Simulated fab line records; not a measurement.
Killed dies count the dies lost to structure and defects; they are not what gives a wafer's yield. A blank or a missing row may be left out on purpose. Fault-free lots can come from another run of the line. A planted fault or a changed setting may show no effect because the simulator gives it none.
Matching of chambers -- flow n5_finfet -- rie_diel-03 running N5_BEOL_M0_CUTY_ETCH_63: 4 sister chambers
The step etches SOC in N2/H2, target depth 82.7 nm, overetch 16.5 nm, time 124 s. 4 wafers are shown with their chamber, then 9 later ones without.

== WAFERS, EACH WITH ITS CHAMBER ==
wafer,chamber,drypump_motor_current_A (A)
L086.1,2,6.3
L086.3,0,5.3
L088.4,3,5.2
L088.5,1,5.8

== WAFERS WHOSE CHAMBER IS MISSING ==
wafer,drypump_motor_current_A (A)
L089.1,5.8
L089.4,6.3
L089.6,5.8
L092.2,5.3
L092.4,5.2
L092.5,5.1
L094.4,6.3
L094.5,5.2
L094.6,6.3

== CHAMBER TAKEN BY EACH ==
wafer,from the rows above,in truth
L089.1,1,1
L089.4,2,2
L089.6,1,1
L092.2,0,0
L092.4,3,3
L092.5,3,3
L094.4,2,2
L094.5,3,3
L094.6,2,2
9 of 9 placed correctly. Number that these rows cannot place: 0. Wrongly placed: 0.
How it was worked out, from the rows above alone: a wafer's distance from a chamber is the root of the sum, over the readings, of the square of ((its reading less the chamber's mean) divided by the reading's scatter). The wafer belongs to the nearest chamber; if the next one is less than 2 further off, it can't be placed. A chamber's mean is the mean of its shown wafers. The scatter: with one shown wafer a chamber, the root of the mean of the squares of how far each hidden wafer lies from its nearest shown one.
